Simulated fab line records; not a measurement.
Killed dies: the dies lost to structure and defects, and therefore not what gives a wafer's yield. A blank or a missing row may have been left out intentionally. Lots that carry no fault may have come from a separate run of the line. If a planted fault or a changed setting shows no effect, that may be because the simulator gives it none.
8D (eight disciplines) problem report, filled in by code / flow nand-harc / the parts of the form that need people (team, actions taken, sign-off) are left out

1. THE PROBLEM
Mean of killed-dies at NHARC_END_SORT_01: 677 across 2 wafers in 2 lots; on wafers with no fault it is 32 (standard deviation 9). Measured from the usual mean, that is +72 standard deviations.
Earliest sighting: wafer L669.1 on prober-02 at day 22 15:31. The record has a number at this step for 6 wafers belonging to 2 lots. Rule for "out", or "out of limits": more than 4 standard deviations from the usual mean. The other wafers with a number count as sound.

2. WHAT THIS IS AND IS NOT
question=which readings at this step | is=killed-dies, killed-at-array | is not=killed-at-periphery, killed-open, killed-short
question=which lots | is=L669, L673 | is not=-
question=which wafers of those lots | is=L669.1, L673.1 | is not=L669.3, L669.5, L673.5, L673.6
question=read on which gauges | is=prober-01, prober-02 | is not=-
question=when | is=from day 22 15:31 | is not=up to then (0 sound wafers); but 4 sound wafers of L669, L673 came after

3. THE SUSPECTS, EACH WITH WHAT RULES IT OUT
Counting: a tool at a process step up to the reading stays a suspect if it ran every lot that is out. Sound lots after the first of them don't rule it out here, since some wafers of a struck lot are sound.
- the gauge at NHARC_END_SORT_01 is ruled out. Those wafers that are out were read across 2 gauges (prober-01, prober-02).
- rie-diel-13 at NHARC_A_STAIRCASE_TRIM_189 (chemistry O2, time 211.2 s): kept. It ran every lot that is out, first L673 (day 14 11:44). Because NHARC_A_STAIRCASE_TRIM_189 lacks a start for some lots, the hours and order of its lots are taken from NHARC_A_STAIRCASE_ETCH_192.
- rie-diel-13 at NHARC_A_STAIRCASE_ETCH_192 (etches the open film in C4F8/O2, target depth 100 nm, time 40.5 s): kept. It ran every lot that is out, first L673 (day 14 11:44). Its own readings are out on those wafers: run-length-s.
- rie-diel-13 at NHARC_A_STAIRCASE_TRIM_193 (chemistry O2, time 211.2 s): kept. It ran every lot that is out, first L669 (day 22 15:31). Because NHARC_A_STAIRCASE_TRIM_193 lacks a start for some lots, the hours and order of its lots are taken from NHARC_END_SORT_01.
Still standing after the count: rie-diel-13 at NHARC_A_STAIRCASE_TRIM_189, rie-diel-13 at NHARC_A_STAIRCASE_ETCH_192, rie-diel-13 at NHARC_A_STAIRCASE_TRIM_193.

4. THE CAUSE (what the simulator had put in)
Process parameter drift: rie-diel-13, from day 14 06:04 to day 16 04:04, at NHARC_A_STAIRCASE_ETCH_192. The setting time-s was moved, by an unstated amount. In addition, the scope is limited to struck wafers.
After counting, 3 suspects remain, this tool included.

5. THE EFFECT CHAIN, in route order
Each row: a reading where the mean over the struck wafers with a number is more than 3 standard deviations away from the usual. Scope: only readings with a usual standard deviation given in the record; hours: median across lots of the time from each lot's start at the first step in this table that gives one to its start at this step; sigmas: change in usual standard deviations.
hours=0; step=NHARC_A_STAIRCASE_ETCH_192; reading=run-length-s; usual=61.8 s; on struck wafers=43.6; change=-18.2; sigmas=-44
hours=204; step=NHARC_END_SORT_01; reading=killed-at-array; usual=29; on struck wafers=672; change=+642; sigmas=+68
hours=204; step=NHARC_END_SORT_01; reading=killed-dies; usual=32; on struck wafers=677; change=+645; sigmas=+72
Process steps it contains:
- NHARC_A_STAIRCASE_ETCH_192: etches the open film in C4F8/O2, target depth 100 nm, time 40.5 s.

6. WHAT WOULD HAVE CAUGHT IT SOONER
In this record the first reading out of limits at a measuring or inspecting step was taken at day 22 15:31, 201 hours after the fault began at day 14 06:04.
At NHARC_A_STAIRCASE_ETCH_192, the tool's own readings (run-length-s) were out on each struck wafer the step has a row for, so an alarm limit on them would have fired on the first such wafer.
The start of NHARC_A_STAIRCASE_ETCH_192 on rie-diel-13 came by day 22 15:31 for every one of the lots that are out (2). A hold on the tool at that time would have spared none of them.
